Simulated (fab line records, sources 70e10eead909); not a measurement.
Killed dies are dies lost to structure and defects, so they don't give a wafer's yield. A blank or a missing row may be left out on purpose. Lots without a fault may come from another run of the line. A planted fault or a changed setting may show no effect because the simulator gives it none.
Chamber matching | flow nand_harc | NHARC_A_BLC_ALD_23 on ald_metal-03: 4 sister chambers
The step deposits TiN, target thk 3 nm, pulse time 1 s, ald cycles 150. 4 wafers are shown with their chamber, then 8 later ones without.

WAFERS WITH THEIR CHAMBER
wafer  | chamber | heater_power_w (W)
L077.4 | 1       | 1250
L087.1 | 3       | 1111
L090.5 | 2       | 950
L089.1 | 0       | 1102

WAFERS WITHOUT THEIR CHAMBER
wafer  | heater_power_w (W)
L089.4 | 1111
L089.5 | 1107
L092.1 | 1108
L092.3 | 1260
L092.6 | 926
L095.1 | 1072
L095.4 | 912
L095.5 | 930

WHICH CHAMBER EACH WENT THROUGH
wafer  | from the rows above     | in truth
L089.4 | can't be placed: 3 or 0 | 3
L089.5 | can't be placed: 3 or 0 | 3
L092.1 | can't be placed: 3 or 0 | 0
L092.3 | 1                       | 1
L092.6 | 2                       | 2
L095.1 | can't be placed: 0 or 3 | 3
L095.4 | 2                       | 2
L095.5 | 2                       | 2
Placed correctly: 4 of 8. Can't be placed from these rows: 4 (the true chamber is among the candidates in 4). Placed wrongly: 0.
How it was worked out, from the rows above alone: a wafer's distance from a chamber is the root of the sum, over the readings, of the square of ((its reading less the chamber's mean) divided by the reading's scatter). The wafer belongs to the nearest chamber; if the next one is less than 2 further off, it can't be placed. A chamber's mean is the mean of its shown wafers. The scatter: with one shown wafer a chamber, the root of the mean of the squares of how far each hidden wafer lies from its nearest shown one.
